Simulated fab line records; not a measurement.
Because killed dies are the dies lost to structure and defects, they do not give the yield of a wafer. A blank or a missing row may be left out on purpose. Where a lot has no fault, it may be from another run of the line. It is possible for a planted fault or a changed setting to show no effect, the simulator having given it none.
Chamber matching | flow nandHarc | rieDiel-06 running NHARC_P_CONTACT_ETCH_35: 4 sister chambers
The step etches the open film in CF4, target depth 39 nm, time 65 s. 4 wafers are shown with their chamber, then 12 later ones without.

WAFERS PAIRED WITH THEIR CHAMBERS
wafer  | chamber | showerheadPlenumPTorr (Torr)
L084.5 | 1       | 1.78
L086.6 | 2       | 1.84
L090.1 | 0       | 1.87
L090.6 | 3       | 1.66

WAFERS WITH NO CHAMBER GIVEN
wafer  | showerheadPlenumPTorr (Torr)
L091.1 | 1.84
L091.5 | 1.66
L091.6 | 1.84
L092.2 | 1.87
L092.3 | 1.84
L092.4 | 1.78
L094.1 | 1.84
L094.2 | 1.78
L094.6 | 1.66
L095.1 | 1.84
L095.2 | 1.77
L095.3 | 1.66

WHICH CHAMBER EACH WENT THROUGH
wafer  | from the rows above | in truth
L091.1 | 2                   | 2
L091.5 | 3                   | 3
L091.6 | 2                   | 2
L092.2 | 0                   | 0
L092.3 | 2                   | 2
L092.4 | 1                   | 1
L094.1 | 2                   | 2
L094.2 | 1                   | 1
L094.6 | 3                   | 3
L095.1 | 2                   | 2
L095.2 | 1                   | 1
L095.3 | 3                   | 3
Correctly placed: 12 of 12. Not placeable from these rows: 0. Number placed wrongly: 0.
How it was worked out, from the rows above alone: a wafer's distance from a chamber is the root of the sum, over the readings, of the square of ((its reading less the chamber's mean) divided by the reading's scatter). The wafer belongs to the nearest chamber; if the next one is less than 2 further off, it can't be placed. For every chamber, the mean is computed from those of its wafers that are shown. The scatter (one wafer shown for each chamber): square how far every hidden wafer sits from the nearest shown wafer, average those squares and take the square root.
